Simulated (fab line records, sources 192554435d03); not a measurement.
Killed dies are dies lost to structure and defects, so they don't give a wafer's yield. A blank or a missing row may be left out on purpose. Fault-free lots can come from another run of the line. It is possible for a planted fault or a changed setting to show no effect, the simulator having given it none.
fab line records    flow n5-finfet
record: lots: 4  wafers: 12  last-day: 16
route steps=1938 shown BEOL_M12@1635 BEOL_M13@1659 PASSIVATION@1936
lots that met no fault: from a run of the same line without faults
start-h: the number of hours between the record's first day and the start of the first shown wafer of the lot    wait-h: hours since the lot's step before    " repeats the value in the row above    L1.1+2: one row covering several wafers at once    - no value, or no start was given    * or withheld: withheld    < > ~ a bound
route shown NAME@n: names a module that has steps shown in the file, with the first one's number in the route    usual: mean/standard deviation of fault-free wafers    same: alike in all rows    chamber/n: place in a boat    sites: per-site readings    _std_site: the values' standard deviation    _edge_site: the outer-site mean with the inner-site mean subtracted    radius-mm: how far each site lies from the wafer's centre    mask NAME#n: copy n    behind: the last tool/chamber to shape the wafer    hold: why the lot went on hold/how many hours it stayed there/how the hold came to an end    device: the transistor (n, p or np) that didn't switch    end of line: the tests these same wafers got at the end of their route    where a step has no rows: the recipe by itself    killed: not the wafer's yield, but the dies lost to structure and defects at the first sort    map: shows each die of a wafer: x if killed, . if not, _ if none is there
set.NAME: the setting that was run; set.NAME@STEP: the one run at that earlier step    model.NAME: the simulator's own value behind a step, which no gauge read
lots at selected steps of the route; one table per step, one row per wafer
== steps ==
step: N5_BEOL_M12_DESCUM_33
recipe: chemistry: O2  time-s: 7.9  source-power-w: 50  bias-power-w: 20  pressure-mtorr: 20  rf-frequency-hz: 2.712e+07  temp-c: 40  o2-flow-sccm: 225
step: N5_BEOL_M12_ETCH_67
recipe: chemistry: CF4  target: SiARC  target-depth-a: 1430  time-s: 238.3  ion-energy-ev: 80  pressure-mtorr: 40  source-w: 545  bias-w: 36  Ar_flow_sccm: 100  cf4-flow-sccm: 100  ends: cleared
step: N5_BEOL_M12_ETCH_68
recipe: chemistry: N2/H2  target: SOC  mask-material: SiARC  source-w: 3000  bias-w: 350  temp-c: 40  time-s: 285  ion-energy-ev: 200  pressure-mtorr: 30  n2-flow-sccm: 200  h2-flow-sccm: 200
step: N5_BEOL_M12_STRIP_69
recipe: chemistry: N2/H2  temp-c: 40  n2-flow-sccm: 200  h2-flow-sccm: 200  rf-frequency-hz: 6e+07
step: N5_BEOL_M12_TRENCH_ETCH_34
recipe: chemistry: C4F8/O2/Ar  target: SiOC  target-depth-a: 3189.5  mask-material: SOC  pressure-mtorr: 30  source-w: 3000  bias-w: 700  Ar_flow_sccm: 400  C4F8_flow_sccm: 15  O2_flow_sccm: 8  he-inner-torr: 15  he-outer-torr: 30  time-s: 125.5  ion-energy-ev: 250
step: N5_BEOL_M12_STRIP_70
recipe: chemistry: C4F8/O2/Ar  resist: SiARC  rf-frequency-hz: 6e+07
step: N5_BEOL_M12_STRIP_37
recipe: chemistry: N2/H2  power-w: 1000  temp-c: 250  h2-frac: 0.65  overash-fraction: 0.3  pressure-mtorr: withheld  n2-flow-sccm: 1750  h2-flow-sccm: 3250
step: N5_BEOL_M12_ETCH_38
recipe: chemistry: CF4/N2  target: SiCN  target-depth-a: 687  taper-deg: 2  time-s: 73.4  ion-energy-ev: 150  mask-material: SiO2  pressure-mtorr: 40  source-w: 430  bias-w: 70  Ar_flow_sccm: 100  cf4-flow-sccm: 60  n2-flow-sccm: 60
step: N5_BEOL_M12_PRECLEAN_39
recipe: chemistry: residue-remover  time-s: 60  temp-c: 40
step: N5_BEOL_M12_SRD_40
recipe: time-s: 30  temp-c: 23  rinse-liquid: diw  dry: n2-spin  spin-rpm: 1500  dry-time-s: 30
step: N5_BEOL_M12_DEGAS_41
recipe: ambient: vacuum  temp-c: 250  time-s: 60
step: N5_BEOL_M12_PRE_CLEAN_42
recipe: gas: H2/He  time-s: 30  temp-c: 250
usual: heater-power-w: 332/32
lot.wafer  tool            chamber  start-h  wait-h  heater-power-w
L151.3     pvd-sputter-02  -        268.41   0.0     324
L151.4     "               -        "        "       325
L151.6     "               -        "        "       318
L160.2     pvd-sputter-02  -        326.14   0.0     397
L160.5     "               -        "        "       325
L160.6     "               -        "        "       386
L161.1     pvd-sputter-02  -        345.56   0.0     328
L161.3     "               -        "        "       313
L161.6     "               -        "        "       392
L164.4     pvd-sputter-03  -        352.66   0.0     364
L164.5     "               -        "        "       295
L164.6     "               -        "        "       313
step: N5_BEOL_M12_SPUTTER_43
recipe: material: TaN  target-thk-a: 150  temp-c: 50  bias-v: 168.6  power-w: 15000  chamber-pressure-pa: 0.12  time-s: 24.19
step: N5_BEOL_M12_SPUTTER_44
recipe: material: Ta  target-thk-a: 100  temp-c: 50  bias-v: 80  power-w: 15000  chamber-pressure-pa: 0.07  time-s: 16.13
step: N5_BEOL_M12_SPUTTER_45
recipe: material: Cu  target-thk-a: 800  temp-c: -20  bias-v: 60  power-w: 26000  chamber-pressure-pa: 0.13  time-s: 13.33
step: N5_BEOL_M12_ECD_47
recipe: material: Cu  target-thk-a: 7200
step: N5_BEOL_M12_ANNEAL_48
recipe: temp-c: 225  time-s: 90  ambient: N2
step: N5_BEOL_M12_CMP_49
recipe: stop-on: SiOC  t-overpolish-s: 20.6  down-force-psi: 1  platen-rpm: 50  clearing-platen-down-force-psi: 1.5  clearing-platen-rpm: 50  post-cmp-clean: cu-alkaline  target-thk-nm: 320  clearing-platen-pad-velocity-m-s: 0.99484  pad-velocity-m-s: 0.99484
step: N5_BEOL_M12_PRE_CLEAN_52
recipe: gas: NH3  time-s: 15  temp-c: withheld  rf-power-w: 300
step: N5_BEOL_M12_DEP_53
recipe: material: SiCN  target-thk-a: 300  temp-c: withheld  precursor: 3MS/NH3  pressure-torr: 3  rf-w: 675  time-s: 10.5
step: N5_BEOL_M13_ILD_DEP_00
recipe: material: SiOC  target-thk-a: 8379.2  temp-c: 350  precursor: DEMS/O2  pressure-torr: 5  rf-w: 500  time-s: 166.4
step: N5_BEOL_M13_COAT_58
recipe: resist: BARC  temp-c: 205  time-s: 60  spin-rpm: 1500  resist-thk-nm: 89
step: N5_BEOL_M13_COAT_04
recipe: spin-rpm: 1625  resist-thk-nm: 400
step: N5_BEOL_M13_EBR_06
recipe: solvent: PGMEA  ebr-width-mm: 1.5
step: N5_BEOL_M13_SOFTBAKE_05
recipe: temp-c: 130  time-s: 60
step: N5_BEOL_M13_EXPOSE_07
recipe: mask-id: V12  na: 0.93  source-shape: conventional  sigma-outer: 0.6  polarization: unpolarized  attpsm-phase-deg: 180  dose-mj: 24.8
step: N5_BEOL_M13_PEB_08
recipe: peb-temp-c: 130  peb-time-s: 90
step: N5_BEOL_M13_DEVELOP_09
recipe: develop-time-s: 45  rinse-liquid: diw  dry: air-spin  dev-temp-c: 21
step: N5_BEOL_M13_HARDBAKE_14
recipe: temp-c: 130  time-s: 120
step: N5_BEOL_M13_DESCUM_15
recipe: chemistry: O2  time-s: 7.9  source-power-w: 50  bias-power-w: 20  pressure-mtorr: 20  rf-frequency-hz: 2.712e+07  temp-c: 40  o2-flow-sccm: 225
step: N5_BEOL_M13_ETCH_59
recipe: chemistry: N2/H2  target: BARC  target-depth-a: 890  overetch-a: 267  time-s: 67.9  ion-energy-ev: 200  pressure-mtorr: 30  source-w: 840  bias-w: 150  n2-flow-sccm: 200  h2-flow-sccm: 200
step: N5_BEOL_M13_VIA_ETCH_16
recipe: chemistry: C4F8/O2/Ar  target: SiOC  pressure-mtorr: 30  source-w: 3000  bias-w: 700  Ar_flow_sccm: 400  C4F8_flow_sccm: 15  O2_flow_sccm: 8  he-inner-torr: 15  he-outer-torr: 30  target-depth-a: 9217  time-s: withheld  ion-energy-ev: 250  ends: cleared
step: N5_BEOL_M13_STRIP_63
recipe: chemistry: N2/H2  power-w: 1000  temp-c: 250  h2-frac: 0.65  overash-fraction: 0.3  pressure-mtorr: 1000  n2-flow-sccm: 1750  h2-flow-sccm: 3250
step: N5_BEOL_M13_STRIP_64
recipe: chemistry: N2/H2  power-w: 1000  temp-c: 250  h2-frac: 0.65  overash-fraction: 0.3  pressure-mtorr: withheld  n2-flow-sccm: 1750  h2-flow-sccm: 3250
step: N5_PASSIVATION_PROBE_49
usual: defect-limited-yield: 91.3/1.7  killed_at_M0_to_M3: 33/11  killed_at_M4_up: 14/5.5  killed-at-contacts: 13/6.5  killed-at-front-end: 39/13  killed-at-other: 3.4/2.9  killed-dies: 103/20  killed-open: 69/15  killed-short: 32/8.1  sort_bin_5_function: 5.1/1.1  sort_bin_6_memory: 3.3/0.74  sort-n-pass: 1077/20  sort-yield-pct: 91.3/1.7
same: gross-dies: 1180  killed-at-back-side: 0  sort_bin_4_leakage[%]: 0  sort_bin_8_speed[%]: 0
lot.wafer  tool       chamber  start-h  wait-h  defect-limited-yield[%]  killed_at_M0_to_M3  killed_at_M4_up  killed-at-contacts  killed-at-front-end  killed-at-other  killed-dies  killed-open  killed-short  sort_bin_5_function[%]  sort_bin_6_memory[%]  sort-n-pass  sort-yield-pct[%]
L160.2     prober-01  -        362.33   0.1     79.2                     17                  174              8                   45                   1                245          57           34            11.9                    4.0                   935          79.2
L160.6     prober-01  -        362.53   0.3     79.1                     21                  179              5                   40                   2                247          60           16            11.9                    3.7                   933          79.1
L161.6     prober-01  -        378.39   0.3     77.9                     29                  172              3                   55                   2                261          69           27            11.8                    5.5                   919          77.9
killed by level:class
L160.2 BEOL_M12:unspecified=152 STI_FIN_REVEAL:geometric-particle:open=13 STI_FIN_REVEAL:geometric-particle:short=7 MOL_CONTACT_COAG:geometric-particle:open=6 BEOL_M4:geometric-particle:open=6 GATE_CUT:geometric-particle:short=5 BEOL_M3:geometric-particle:open=5 BEOL_M7:geometric-particle:open=5
L160.6 BEOL_M12:unspecified=170 STI_FIN_REVEAL:geometric-particle:open=11 BEOL_M1:geometric-particle:open=9 FIN_SAQP:geometric-particle:open=8 FIN_SAQP:geometric-particle:short=6 MOL_CONTACT_COAG:geometric-particle:open=4 STARTING-WAFER:geometric-particle:open=4 GATE_CUT:geometric-particle:open=3
L161.6 BEOL_M12:unspecified=160 FIN_SAQP:geometric-particle:open=22 FIN_SAQP:geometric-particle:short=9 BEOL_M0_SAQP:geometric-particle:open=9 STI_FIN_REVEAL:geometric-particle:open=8 BEOL_M0_SAQP:geometric-particle:short=6 BEOL_M2:geometric-particle:open=6 BEOL_M3:geometric-particle:open=5
map L160.6 (x killed, . not)
_________________............________________
______________.................._____________
___________...........x........x...__________
__________.........xx..x............_________
________.........x..................x._______
_______......x.........................______
______...........x...............x......_____
_____........................x...x...x...____
____...x........x.....x....x..............___
___.........x..............x...............__
___....................x..x......x....x....__
__xx.x..x...................xxx..x.......x.._
__................x........................._
_...x.........x.........x........x...........
_........x.............x..................xx.
_.........................................x..
_..........xx.x....x.........................
_........xxxxx.x...x.........x...............
_.x......xxxxxxxxx......x.....x..........x...
_.....x.xxxxxxxx.x.x.........................
_.xxxxxxxxxxxxxxxxx..........xx...........x..
__....xxxxxxxxxxxxxxx......................._
__..xxxxxxxxxxxxxxxxx...........x....x...x.._
___.x.xxxxxxxxxxxxx........x...............__
___...xxxxxxxxxxxxxx.......x...............__
____..xxxxxxxxxxxxxxx........x......x.....___
_____xxxxxxxxxxxxxxx.x...................____
______.xxxxxxxxxxxxx.xx................._____
_______..xxxxxxxxxx................x..x______
________.xxxxx.xxx...........x........_______
__________x.x.x....x...x.....x.....x_________
___________..xx....x.......x..x....__________
______________.................x_____________
_________________x.....x.....________________
map L161.6 (x killed, . not)
_________________..xx........________________
______________.................._____________
___________..x.........x.x....x.x.x__________
__________.............x...x........_________
________....x..x....x.x..............._______
_______..........x........x..........xx______
______x......x..x....x.....xx.....x....._____
_____............................x.......____
____.......x.....x...x...x................___
___.......x......x...................x.....__
___....xx................x.........xx......__
__......x.....xx......................x....._
__...............x.....xx..................._
_........x......x............................
_...................x..........x.....x......x
_.x..............x..............xx..........x
_.........x....x.............................
_.x....x..xxxx.........x.........x.....x..x..
_x..x.....xxxxxx.........x.......x.x.........
_....xxxxxxxxxxxxx.x................x........
_...xxxx.xxxxxxxxxxx...........x..x...x......
__....xxxxxxxxxxxxxx..............x........._
__.x..xxxxxxxxxxxxxx...x...x.....x.x........_
___.xxxxxxxxxxxxxxxxx......................__
___x.xxxxxxxxxxxxxxxx.x..................x.__
____x.xxxxxxxxxxxxxxxx......x.........x...___
_____xxxxxxxxxxxxxxx............x....x...____
______..xxxxxxxxxxxxxx................x._____
_______.xxxxxxxxxx................x....______
________.x...xx.x.x..................x_______
__________..x..x.x...x......x....x.._________
___________x.x......x..............__________
______________..............x..._____________
_________________......x.....________________
== key ==
first-sign: step: N5_PASSIVATION_PROBE_49  reading: killed_at_M4_up  direction: up  sigmas: 29  usual: 14  struck: 175
effect: step: N5_PASSIVATION_PROBE_49  reading: defect-limited-yield  direction: down  sigmas: 7.3  usual: 91.3  struck: 78.7
more-kills-born-at: N5_BEOL_M12_PRE_CLEAN_42@pvd-sputter-02: 482
met-at N5_BEOL_M12_PRE_CLEAN_42
struck-wafers L160.2,L160.6,L161.6
fault: kind: chamber-particle-source  tool: pvd-sputter-02  chamber: -  onset-h: 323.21  steps: N5_BEOL_M12_PRE_CLEAN_42  rate-per-visit-cm2: 2.1744  end-h: 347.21  scope: struck-wafers-only
